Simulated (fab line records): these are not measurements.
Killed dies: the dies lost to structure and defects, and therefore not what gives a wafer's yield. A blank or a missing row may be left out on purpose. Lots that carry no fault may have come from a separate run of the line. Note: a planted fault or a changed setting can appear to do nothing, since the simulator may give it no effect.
fab line records -- flow n5_finfet
[record] lots = 7, wafers = 21
route steps=1938 shown MOL_CONTACT_COAG@599 BEOL_M0_SAQP@643 BEOL_M0_CUTY@705 BEOL_M1@797 BEOL_M2@868 BEOL_M4@1023
start_h: hours from the record's first day to the start of the lot's first wafer shown -- wait_h: hours since the lot's step before -- " identical to the entry in the row above -- L1.1+2: one row covering several wafers at once -- - no value, or no start given -- * or withheld: withheld -- < > ~ a bound
route shown NAME@n: names a module that has steps shown in the file, with the first one's number in the route -- usual: mean and standard deviation over wafers with no fault -- same: alike in all rows -- chamber/n: place in a boat -- sites: readings site by site -- _std_site: the values' standard deviation -- _edge_site: the outer-site mean with the inner-site mean subtracted -- radius_mm: for every site, how far away it sits from the centre of the wafer -- mask NAME#n: copy n -- behind: tool/chamber where the wafer was last shaped -- hold: what put the lot on hold/how long, in hours/how the hold closed -- device: the transistor (n, p or np) that didn't switch -- end of line: at the end of the route, the tests of the same wafers -- a step given without rows: its recipe and nothing more -- killed: not the wafer's yield, but the dies lost to structure and defects at the first sort -- map: a wafer's dies, x killed, . not, _ none there
set.NAME: the setting that was run; set.NAME@STEP: the one run at that earlier step -- model.NAME: the simulator's own value behind a step, which no gauge read
lots where settings were altered on purpose, with a table for each step and a row for each wafer
[[steps]]
[step N5_MOL_CONTACT_COAG_EXPOSE_37]
[recipe] mask_id = VD, na = 0.33, source_shape = annular, sigma_inner = 0.3, sigma_outer = 0.7, polarization = unpolarized, defocus_nm = 0, dose_mj = 62
lot.wafer,tool,chamber,start_h,wait_h,mask,set.dose_mj
L078.3+4+5,euv_scanner-01,0,125.30,-,VD#0,62
L082.2+4,euv_scanner-02,0,149.07,-,VD#0,59.48
L082.6,euv_scanner-02,0,149.07,-,VD#0,62
L084.1+2,euv_scanner-02,0,163.83,-,VD#0,62
L084.4,euv_scanner-02,0,163.83,-,VD#0,66.25
L086.1,euv_scanner-01,0,173.41,-,VD#0,59.37
L086.5+6,euv_scanner-01,0,173.41,-,VD#0,62
L089.1+3+4,euv_scanner-01,0,192.42,-,VD#0,57.64
L090.4+5+6,euv_scanner-01,0,196.60,-,VD#0,62
L093.1+6,euv_scanner-01,0,222.40,-,VD#0,57.81
L093.4,euv_scanner-01,0,222.40,-,VD#0,62
[step N5_MOL_CONTACT_COAG_PEB_38]
[recipe] peb_temp_c = 100, peb_time_s = 60, resist = CAR-EUV
[step N5_MOL_CONTACT_COAG_DEVELOP_39]
[recipe] develop_time_s = 30, developer = TMAH, resist = CAR-EUV, rinse_liquid = surfactant_rinse, dry = air_spin, dev_temp_c = 23
[step N5_MOL_CONTACT_COAG_CD_MEAS_40]
[recipe] target_cd_nm = 25.1, landing_energy_ev = 500, detector = se_inlens, polarity = opening
[usual] cd_nm = 25.02/0.25
lot.wafer,tool,chamber,start_h,wait_h,set.dose_mj@MOL_CONTACT_COAG_EXPOSE_37,cd_nm
L078.3,cd_sem-02,0,125.43,-,62,24.47
L078.4,cd_sem-02,0,125.43,-,62,24.69
L078.5,cd_sem-02,0,125.43,-,62,24.87
L082.2,cd_sem-02,0,149.20,-,59.48,24.66
L082.4,cd_sem-02,0,149.20,-,59.48,24.29
L082.6,cd_sem-02,0,149.20,-,62,25.31
L084.1,cd_sem-01,0,163.98,-,62,24.82
L084.2,cd_sem-01,0,163.98,-,62,24.79
L084.4,cd_sem-01,0,163.98,-,66.25,26.28
L086.1,cd_sem-03,0,173.55,-,59.37,24.28
L086.5,cd_sem-03,0,173.55,-,62,25.38
L086.6,cd_sem-03,0,173.55,-,62,25.08
L089.1,cd_sem-02,0,192.57,-,57.64,23.76
L089.3,cd_sem-02,0,192.57,-,57.64,23.58
L089.4,cd_sem-02,0,192.57,-,57.64,23.32
L090.4,cd_sem-02,0,196.72,-,62,25.33
L090.5,cd_sem-02,0,196.72,-,62,24.98
L090.6,cd_sem-02,0,196.72,-,62,25.03
L093.1,cd_sem-02,0,222.55,-,57.81,23.77
L093.4,cd_sem-02,0,222.55,-,62,25.28
L093.6,cd_sem-02,0,222.55,-,57.81,23.69
[step N5_MOL_CONTACT_COAG_ALD_133]
[recipe] material = SiO2, target_thk_a = 50, temp_c = 100, ald_precursor_family = BDEAS, ald_co_reactant = O2-plasma, pulse_time_s = 1, co_reactant_pulse_time_s = 1, purge_time_s = 2, co_reactant_purge_time_s = 2, ald_cycles = 35, pressure_torr = 2
lot.wafer,tool,chamber,start_h,wait_h,set.ald_cycles,model.SiO2_of_MOL_CONTACT_COAG_ALD_133.thk_nm
L078.3+4+5,ald_sin-03,"3,2,2",125.69,0.1,35,5
L082.2+4+6,ald_sin-04,"3,1,1",149.65,0.1,35,5
L084.1+2+4,ald_sin-04,"1,0,3",164.51,0.3,35,5
L086.1+5,ald_sin-03,"0,2",174.51,0.1,35,5
L086.6,ald_sin-03,3,174.51,0.1,39,5.6
L089.1+4,ald_sin-01,"0,3",192.92,0.1,38,5.4
L089.3,ald_sin-01,2,192.92,0.1,35,5
L090.4+6,ald_sin-01,"1,0",196.98,0.1,35,5
L090.5,ald_sin-01,3,196.98,0.1,38,5.4
L093.1,ald_sin-01,1,222.80,0.1,30,4.4
L093.4,ald_sin-01,0,222.80,0.1,35,5
L093.6,ald_sin-01,2,222.80,0.1,30,4.2
[step N5_BEOL_M0_SAQP_COAT_08]
[recipe] resist = CAR-ArF, spin_rpm = 1500, resist_thk_nm = 90
lot.wafer,tool,chamber,start_h,wait_h,set.spin_rpm,model.CAR-ArF_of_BEOL_M0_SAQP_COAT_08.thk_nm
L078.3+4,litho_track-04,0,-,-,1500,90.2
L078.5,litho_track-04,0,-,-,1500,90
L082.2,litho_track-04,0,-,-,1500,89.8
L082.4+6,litho_track-04,0,-,-,1368,94.2
L084.1,litho_track-02,0,-,-,1500,90.2
L084.2,litho_track-02,0,-,-,1601,87.2
L084.4,litho_track-02,0,-,-,1500,90
L086.1+6,litho_track-02,0,-,-,1500,89.6
L086.5,litho_track-02,0,-,-,1500,89.8
L089.1,litho_track-05,0,-,-,1500,90.2
L089.3,litho_track-05,0,-,-,1500,90.6
L089.4,litho_track-05,0,-,-,1339,96
L090.4+5+6,litho_track-02,0,-,-,1500,90.2
L093.1,litho_track-05,0,-,-,1500,90.4
L093.4,litho_track-05,0,-,-,1500,90.6
L093.6,litho_track-05,0,-,-,1500,90.2
[step N5_BEOL_M0_SAQP_EBR_10]
[recipe] solvent = PGMEA, ebr_width_mm = 1.5
[step N5_BEOL_M0_SAQP_SOFTBAKE_09]
[recipe] temp_c = 110, time_s = 60, resist = CAR-ArF
[step N5_BEOL_M0_SAQP_EXPOSE_11]
[recipe] mask_id = M0_CORE, na = 1.35, source_shape = dipole, sigma_inner = 0.538, sigma_outer = 0.738, polarization = te, target_cd_nm = 42, dose_mj = 55
[step N5_BEOL_M0_SAQP_PEB_12]
[recipe] peb_temp_c = withheld, peb_time_s = 60, resist = CAR-ArF
[step N5_BEOL_M0_SAQP_DEVELOP_13]
[recipe] develop_time_s = 30, developer = TMAH, resist = CAR-ArF, dev_temp_c = 23, rinse_liquid = diw, dry = air_spin
lot.wafer,tool,chamber,start_h,wait_h,set.spin_rpm@BEOL_M0_SAQP_COAT_08,model.CAR-ArF_of_BEOL_M0_SAQP_COAT_08.thk_nm
L078.3,litho_track-04,0,-,-,1500,88.4
L078.4,litho_track-04,0,-,-,1500,88.6
L078.5,litho_track-04,0,-,-,1500,88.2
L082.2,litho_track-02,0,-,-,1500,88.2
L082.4+6,litho_track-02,0,-,-,1368,92.6
L084.1+4,litho_track-02,0,-,-,1500,88.4
L084.2,litho_track-02,0,-,-,1601,85.6
L086.1+6,litho_track-02,0,-,-,1500,88
L086.5,litho_track-02,0,-,-,1500,88.2
L089.1,litho_track-04,0,-,-,1500,88.4
L089.3,litho_track-04,0,-,-,1500,88.8
L089.4,litho_track-04,0,-,-,1339,94.2
L090.4,litho_track-05,0,-,-,1500,88.4
L090.5+6,litho_track-05,0,-,-,1500,88.6
L093.1,litho_track-02,0,-,-,1500,88.6
L093.4,litho_track-02,0,-,-,1500,88.8
L093.6,litho_track-02,0,-,-,1500,88.4
[step N5_BEOL_M0_SAQP_ETCH_88]
[recipe] chemistry = N2/H2, target = underlayer, target_depth_a = 65, time_s = 5.2, ion_energy_ev = 200, mask_material = CAR-EUV, pressure_mtorr = 30, source_w = 840, bias_w = 150, n2_flow_sccm = 200, h2_flow_sccm = 200, ends = cleared
[usual] rf_vpp_V = 523.6/2.5
lot.wafer,tool,chamber,start_h,wait_h,set.source_w,rf_vpp_V
L078.3,rie_diel-02,1,137.05,0.0,840,521.4
L078.4,rie_diel-02,3,137.05,0.0,840,520.6
L078.5,rie_diel-02,0,137.05,0.0,840,522.7
L082.2,rie_diel-01,1,160.73,0.0,840,524.0
L082.4,rie_diel-01,3,160.73,0.0,840,522.9
L082.6,rie_diel-01,1,160.73,0.0,840,520.4
L084.1,rie_diel-02,1,177.14,0.0,840,521.1
L084.2,rie_diel-02,2,177.14,0.0,840,521.4
L084.4,rie_diel-02,0,177.14,0.0,840,527.3
L086.1,rie_diel-03,2,185.54,0.0,840,522.4
L086.5,rie_diel-03,3,185.54,0.0,840,525.2
L086.6,rie_diel-03,2,185.54,0.0,840,524.0
L089.1,rie_diel-01,0,204.60,0.0,954.4,502.0
L089.3,rie_diel-01,2,204.60,0.0,840,526.4
L089.4,rie_diel-01,0,204.60,0.0,840,525.3
L090.4,rie_diel-01,3,208.60,0.0,927.9,508.0
L090.5,rie_diel-01,2,208.60,0.0,840,527.4
L090.6,rie_diel-01,0,208.60,0.0,927.9,507.9
L093.1,rie_diel-02,1,233.60,0.0,840,520.8
L093.4,rie_diel-02,2,233.60,0.0,840,527.8
L093.6,rie_diel-02,1,233.60,0.0,840,520.7
[step N5_BEOL_M0_CUTY_EXPOSE_54]
[recipe] mask_id = M0_ABLK, na = 1.35, source_shape = conventional, sigma_outer = 0.8, polarization = unpolarized, dose_mj = 36
lot.wafer,tool,chamber,start_h,wait_h,mask,set.dose_mj
L078.3+4+5,arfi_scanner-02,0,138.21,-,M0_ABLK#0,36
L082.2+4+6,arfi_scanner-01,0,162.04,-,M0_ABLK#0,36
L084.1,arfi_scanner-01,0,178.29,-,M0_ABLK#0,33.79
L084.2+4,arfi_scanner-01,0,178.29,-,M0_ABLK#0,36
L086.1+5,arfi_scanner-02,0,186.71,-,M0_ABLK#0,36
L086.6,arfi_scanner-02,0,186.71,-,M0_ABLK#0,33.73
L089.1,arfi_scanner-02,0,205.77,-,M0_ABLK#0,36
L089.3+4,arfi_scanner-02,0,205.77,-,M0_ABLK#0,34.63
L090.4+5+6,arfi_scanner-02,0,209.64,-,M0_ABLK#0,34.84
L093.1,arfi_scanner-03,0,234.61,-,M0_ABLK#0,36
L093.4+6,arfi_scanner-03,0,234.61,-,M0_ABLK#0,35.06
[step N5_BEOL_M0_CUTY_PEB_55]
[recipe] peb_temp_c = 110, peb_time_s = 60, resist = CAR-ArF-block
[step N5_BEOL_M0_CUTY_DEVELOP_56]
[recipe] develop_time_s = 30, developer = TMAH, resist = CAR-ArF-block, rinse_liquid = diw, dry = air_spin, dev_temp_c = 23
[step N5_BEOL_M0_CUTY_CD_MEAS_57]
[recipe] target_cd_nm = 200, landing_energy_ev = 500, detector = se_inlens, polarity = line
[usual] cd_nm = 200.2/1.3
lot.wafer,tool,chamber,start_h,wait_h,set.dose_mj@BEOL_M0_CUTY_EXPOSE_54,cd_nm
L078.3,cd_sem-03,0,138.32,-,36,198.8
L078.4,cd_sem-03,0,138.32,-,36,198.4
L078.5,cd_sem-03,0,138.32,-,36,197.6
L082.2,cd_sem-03,0,162.16,-,36,199.1
L082.4,cd_sem-03,0,162.16,-,36,198.4
L082.6,cd_sem-03,0,162.16,-,36,198.3
L084.1,cd_sem-03,0,178.41,-,33.79,202.1
L084.2,cd_sem-03,0,178.41,-,36,197.4
L084.4,cd_sem-03,0,178.41,-,36,199.1
L086.1,cd_sem-02,0,186.83,-,36,200.8
L086.5,cd_sem-02,0,186.83,-,36,199.4
L086.6,cd_sem-02,0,186.83,-,33.73,206.2
L089.1,cd_sem-02,0,205.90,-,36,200.3
L089.3,cd_sem-02,0,205.90,-,34.63,205.6
L089.4,cd_sem-02,0,205.90,-,34.63,204.5
L090.4,cd_sem-01,0,209.75,-,34.84,204.8
L090.5,cd_sem-01,0,209.75,-,34.84,203.3
L090.6,cd_sem-01,0,209.75,-,34.84,202.2
L093.1,cd_sem-02,0,234.74,-,36,199.3
L093.4,cd_sem-02,0,234.74,-,35.06,201.5
L093.6,cd_sem-02,0,234.74,-,35.06,202.3
[step N5_BEOL_M1_VIA_ETCH_34]
[recipe] chemistry = C4F6/O2, target_depth_a = 678, mask_material = SOC, pressure_mtorr = 15, ion_energy_ev = 250, taper_deg = 4, time_s = 64.4, source_w = 350, bias_w = 170, Ar_flow_sccm = 300, C4F6_flow_sccm = 10, O2_flow_sccm = 10
lot.wafer,tool,chamber,start_h,wait_h,set.time_s,model.etch.depth_nm,model.SOC_of_BEOL_M1_COAT_67.thk_nm
L078.3,rie_diel-01,1,154.02,0.0,64.4,66.31,52.4
L078.4,rie_diel-01,2,154.02,0.0,64.4,67.32,52.2
L078.5,rie_diel-01,3,154.02,0.0,64.4,65.41,52.6
L082.2,rie_diel-01,3,178.78,0.0,64.4,65.38,52.8
L082.4,rie_diel-01,0,178.78,0.0,64.4,68.77,52.6
L082.6,rie_diel-01,3,178.78,0.0,64.4,65.63,52.6
L084.1,rie_diel-02,0,185.73,0.0,64.4,68.42,52
L084.2,rie_diel-02,3,185.73,0.0,64.4,66.74,52.4
L084.4,rie_diel-02,2,185.73,0.0,64.4,68.03,52.4
L086.1,rie_diel-02,0,198.43,0.0,57.52,62.57,52.6
L086.5,rie_diel-02,0,198.43,0.0,64.4,69.31,52.2
L086.6,rie_diel-02,1,198.43,0.0,57.52,59.47,53
L089.1,rie_diel-02,0,224.33,0.0,76.07,81.37,50.2
L089.3,rie_diel-02,3,224.33,0.0,64.4,66.43,52
L089.4,rie_diel-02,2,224.33,0.0,76.07,87.45,49.6
L090.4,rie_diel-02,2,224.80,0.0,64.4,74.54,51
L090.5,rie_diel-02,1,224.80,0.0,54.9,57.56,53
L090.6,rie_diel-02,2,224.80,0.0,54.9,63.71,52.4
L093.1,rie_diel-02,2,255.13,0.0,58.63,67.18,51.8
L093.4,rie_diel-02,0,255.13,0.0,64.4,68.39,51.8
L093.6,rie_diel-02,3,255.13,0.0,58.63,60.71,52.8
[step N5_BEOL_M2_COAT_68]
[recipe] resist = SiARC, temp_c = 220, time_s = 60, spin_rpm = 1500, resist_thk_nm = 12
lot.wafer,tool,chamber,start_h,wait_h,set.spin_rpm,model.SiARC_of_BEOL_M2_COAT_68.thk_nm
L078.3+4+5,litho_track-01,0,-,-,1500,12
L082.2+6,litho_track-04,0,-,-,1612,11.6
L082.4,litho_track-04,0,-,-,1500,12
L084.1+2+4,litho_track-01,0,-,-,1602,11.6
L086.1+5+6,litho_track-05,0,-,-,1500,12
L089.1+4,litho_track-04,0,-,-,1500,12
L089.3,litho_track-04,0,-,-,1575,11.8
L090.4+5+6,litho_track-04,0,-,-,1500,12
L093.1+4,litho_track-05,0,-,-,1405,12.4
L093.6,litho_track-05,0,-,-,1500,12
[step N5_BEOL_M2_COAT_76]
[recipe] resist = underlayer, temp_c = 205, time_s = 60, spin_rpm = 1500, resist_thk_nm = 5
lot.wafer,tool,chamber,start_h,wait_h,set.temp_c
L078.3+4+5,litho_track-01,0,-,-,205
L082.2+6,litho_track-04,0,-,-,205
L082.4,litho_track-04,0,-,-,198.1
L084.1,litho_track-01,0,-,-,205
L084.2+4,litho_track-01,0,-,-,211.5
L086.1,litho_track-05,0,-,-,196.6
L086.5+6,litho_track-05,0,-,-,205
L089.1+3,litho_track-04,0,-,-,205
L089.4,litho_track-04,0,-,-,198.1
L090.4+5,litho_track-04,0,-,-,205
L090.6,litho_track-04,0,-,-,196
L093.1+6,litho_track-05,0,-,-,205
L093.4,litho_track-05,0,-,-,212.5
[step N5_BEOL_M2_COAT_22]
[recipe] resist = CAR-EUV, spin_rpm = 1500, resist_thk_nm = 30
[step N5_BEOL_M2_EBR_24]
[recipe] solvent = PGMEA, ebr_width_mm = 1.5
[step N5_BEOL_M2_DESCUM_33]
[recipe] chemistry = O2, time_s = 7, source_power_w = 50, bias_power_w = 20, pressure_mtorr = 20, rf_frequency_hz = 2.712e+07, temp_c = 40, resist = CAR-EUV, o2_flow_sccm = 225
[step N5_BEOL_M2_ETCH_77]
[recipe] chemistry = N2/H2, target = underlayer, target_depth_a = 65, mask_material = CAR-EUV, time_s = 5.2, ion_energy_ev = 200, pressure_mtorr = 30, source_w = 840, bias_w = 150, n2_flow_sccm = 200, h2_flow_sccm = 200, ends = cleared
[step N5_BEOL_M2_ETCH_69]
[recipe] chemistry = CF4, target = SiARC, target_depth_a = 156, mask_material = CAR-EUV, time_s = 26, ion_energy_ev = 80, pressure_mtorr = 40, source_w = 545, bias_w = 36, Ar_flow_sccm = 100, cf4_flow_sccm = 100, ends = cleared
lot.wafer,tool,chamber,start_h,wait_h,set.spin_rpm@BEOL_M2_COAT_68,model.etch.depth_nm
L078.3,rie_diel-04,3,160.99,0.0,1500,12.01
L078.4,rie_diel-04,0,160.99,0.0,1500,12
L078.5,rie_diel-04,3,160.99,0.0,1500,11.98
L082.2,rie_diel-05,0,186.90,0.0,1612,11.65
L082.4,rie_diel-05,3,186.90,0.0,1500,12.06
L082.6,rie_diel-05,2,186.90,0.0,1612,11.63
L084.1,rie_diel-06,3,196.98,0.0,1602,11.61
L084.2,rie_diel-06,0,196.98,0.0,1602,11.64
L084.4,rie_diel-06,2,196.98,0.0,1602,11.65
L086.1+6,rie_diel-06,"2,3",204.61,0.0,1500,11.99
L086.5,rie_diel-06,0,204.61,0.0,1500,12.04
L089.1+4,rie_diel-06,"3,0",231.70,0.0,1500,12
L089.3,rie_diel-06,2,231.70,0.0,1575,11.74
L090.4,rie_diel-06,2,234.12,0.0,1500,12
L090.5,rie_diel-06,2,234.12,0.0,1500,12.05
L090.6,rie_diel-06,3,234.12,0.0,1500,12.01
L093.1,rie_diel-06,3,262.84,0.0,1405,12.41
L093.4,rie_diel-06,1,262.84,0.0,1405,12.45
L093.6,rie_diel-06,3,262.84,0.0,1500,12.08
[step N5_BEOL_M4_PECVD_72]
[recipe] material = SiO2, target_thk_a = 160, temp_c = 400, precursor = TEOS/O2, pressure_torr = 5.5, rf_w = 450, teos_flow_sccm = 53.8, gas = O2, flow_sccm = 3000, time_s = 18
lot.wafer,tool,chamber,start_h,wait_h,set.temp_c,model.SiO2_of_BEOL_M4_PECVD_72.thk_nm
L078.3,pecvd-04,2,183.24,0.0,400,16.2
L078.4,pecvd-04,2,183.24,0.0,400,16.4
L078.5,pecvd-04,0,183.24,0.0,400,15.8
L082.2,pecvd-04,0,209.87,0.0,400,16.4
L082.4,pecvd-04,1,209.87,0.0,392.8,16.8
L082.6,pecvd-04,0,209.87,0.0,392.8,17.2
L084.1,pecvd-04,0,221.03,0.0,411.1,14.8
L084.2,pecvd-04,2,221.03,0.0,411.1,15
L084.4,pecvd-04,0,221.03,0.0,400,16.2
L086.1,pecvd-04,0,236.74,0.0,417.4,14.2
L086.5,pecvd-04,2,236.74,0.0,400,16.2
L086.6,pecvd-04,1,236.74,0.0,400,16
L089.1+3,pecvd-04,"2,1",263.30,0.0,400,15.8
L089.4,pecvd-04,1,263.30,0.0,400,16.2
L090.4,pecvd-04,2,264.13,0.1,400,16.2
L090.5,pecvd-04,0,264.13,0.1,416.7,14.6
L090.6,pecvd-04,1,264.13,0.1,416.7,14.4
L093.1,pecvd-01,2,291.96,0.0,408.1,15.2
L093.4+6,pecvd-01,"1,2",291.96,0.0,400,16.2
[step N5_BEOL_M4_COAT_73]
[recipe] resist = underlayer, temp_c = 205, time_s = 60, spin_rpm = 1500, resist_thk_nm = 5
lot.wafer,tool,chamber,start_h,wait_h,set.spin_rpm
L078.3+4+5,litho_track-04,0,-,-,1500
L082.2,litho_track-05,0,-,-,1418
L082.4+6,litho_track-05,0,-,-,1500
L084.1+2,litho_track-04,0,-,-,1500
L084.4,litho_track-04,0,-,-,1667
L086.1+6,litho_track-05,0,-,-,1500
L086.5,litho_track-05,0,-,-,1379
L089.1,litho_track-02,0,-,-,1558
L089.3+4,litho_track-02,0,-,-,1500
L090.4+5,litho_track-04,0,-,-,1500
L090.6,litho_track-04,0,-,-,1651
L093.1+6,litho_track-02,0,-,-,1657
L093.4,litho_track-02,0,-,-,1500
[step N5_BEOL_M4_COAT_05]
[recipe] resist = CAR-EUV, spin_rpm = 1500, resist_thk_nm = 30
[step N5_BEOL_M4_EBR_07]
[recipe] solvent = PGMEA, ebr_width_mm = 1.5
[step N5_BEOL_M4_DESCUM_16]
[recipe] chemistry = O2, time_s = 7, source_power_w = 50, bias_power_w = 20, pressure_mtorr = 20, rf_frequency_hz = 2.712e+07, temp_c = 40, resist = CAR-EUV, o2_flow_sccm = 225
[step N5_BEOL_M4_ETCH_74]
[recipe] chemistry = N2/H2, target = underlayer, target_depth_a = 65, mask_material = CAR-EUV, time_s = 5.2, ion_energy_ev = 200, pressure_mtorr = 30, source_w = 840, bias_w = 150, n2_flow_sccm = 200, h2_flow_sccm = 200, ends = cleared
lot.wafer,tool,chamber,start_h,wait_h,set.spin_rpm@BEOL_M4_COAT_73,model.etch.depth_nm
L078.3,rie_diel-05,2,185.69,0.0,1500,5.008
L078.4,rie_diel-05,2,185.69,0.0,1500,4.979
L078.5,rie_diel-05,0,185.69,0.0,1500,4.996
L082.2,rie_diel-06,0,215.03,0.0,1418,5.159
L082.4+6,rie_diel-06,"3,2",215.03,0.0,1500,5
L084.1,rie_diel-04,2,225.26,0.0,1500,5
L084.2,rie_diel-04,1,225.26,0.0,1500,5.016
L084.4,rie_diel-04,0,225.26,0.0,1667,4.751
L086.1,rie_diel-06,2,238.55,0.0,1500,5
L086.5,rie_diel-06,0,238.55,0.0,1379,5.232
L086.6,rie_diel-06,1,238.55,0.0,1500,5.002
L089.1,rie_diel-04,2,266.13,0.0,1558,4.915
L089.3,rie_diel-04,1,266.13,0.0,1500,5.017
L089.4,rie_diel-04,0,266.13,0.0,1500,5.004
L090.4,rie_diel-06,1,268.37,0.0,1500,4.993
L090.5,rie_diel-06,1,268.37,0.0,1500,4.984
L090.6,rie_diel-06,2,268.37,0.0,1651,4.749
L093.1,rie_diel-04,2,295.48,0.0,1657,4.758
L093.4,rie_diel-04,1,295.48,0.0,1500,4.999
L093.6,rie_diel-04,3,295.48,0.0,1657,4.744
[[key]]
[split] step = N5_MOL_CONTACT_COAG_EXPOSE_37, setting = dose_mj, stated = 62, by = wafer
[response] step = N5_MOL_CONTACT_COAG_CD_MEAS_40, reading = cd_nm, change = +0.22, per = 1%, r = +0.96
[split] step = N5_MOL_CONTACT_COAG_ALD_133, setting = ald_cycles, stated = 35, by = wafer
[response] step = N5_MOL_CONTACT_COAG_ALD_133, reading = model.SiO2_of_MOL_CONTACT_COAG_ALD_133.thk_nm, change = +0.0492, per = 1%, r = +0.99
[split] step = N5_BEOL_M0_SAQP_COAT_08, setting = spin_rpm, stated = 1500, by = wafer
[response] step = N5_BEOL_M0_SAQP_COAT_08, reading = model.CAR-ArF_of_BEOL_M0_SAQP_COAT_08.thk_nm, change = -0.497, per = 1%, r = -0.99
[response] step = N5_BEOL_M0_SAQP_DEVELOP_13, reading = model.CAR-ArF_of_BEOL_M0_SAQP_COAT_08.thk_nm, change = -0.494, per = 1%, r = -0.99
[split] step = N5_BEOL_M0_SAQP_ETCH_88, setting = source_w, stated = 840, by = wafer
[response] step = N5_BEOL_M0_SAQP_ETCH_88, reading = rf_vpp_V, change = -1.79, per = 1%, r = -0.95
[split] step = N5_BEOL_M0_CUTY_EXPOSE_54, setting = dose_mj, stated = 36, by = wafer
[response] step = N5_BEOL_M0_CUTY_CD_MEAS_57, reading = cd_nm, change = -0.887, per = 1%, r = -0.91
[split] step = N5_BEOL_M1_VIA_ETCH_34, setting = time_s, stated = 64.4, by = wafer
[response] step = N5_BEOL_M1_VIA_ETCH_34, reading = model.etch.depth_nm, change = +0.89, per = 1%, r = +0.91
[response] step = N5_BEOL_M1_VIA_ETCH_34, reading = model.SOC_of_BEOL_M1_COAT_67.thk_nm, change = -0.1, per = 1%, r = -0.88
[split] step = N5_BEOL_M2_COAT_68, setting = spin_rpm, stated = 1500, by = wafer
[response] step = N5_BEOL_M2_COAT_68, reading = model.SiARC_of_BEOL_M2_COAT_68.thk_nm, change = -0.0539, per = 1%, r = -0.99
[response] step = N5_BEOL_M2_ETCH_69, reading = model.etch.depth_nm, change = -0.0549, per = 1%, r = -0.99
[split] step = N5_BEOL_M2_COAT_76, setting = temp_c, stated = 205, by = wafer
response none clear
[split] step = N5_BEOL_M4_PECVD_72, setting = temp_c, stated = 400, by = wafer
[response] step = N5_BEOL_M4_PECVD_72, reading = model.SiO2_of_BEOL_M4_PECVD_72.thk_nm, change = -0.43, per = 1%, r = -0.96
[split] step = N5_BEOL_M4_COAT_73, setting = spin_rpm, stated = 1500, by = wafer
[response] step = N5_BEOL_M4_ETCH_74, reading = model.etch.depth_nm, change = -0.0246, per = 1%, r = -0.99
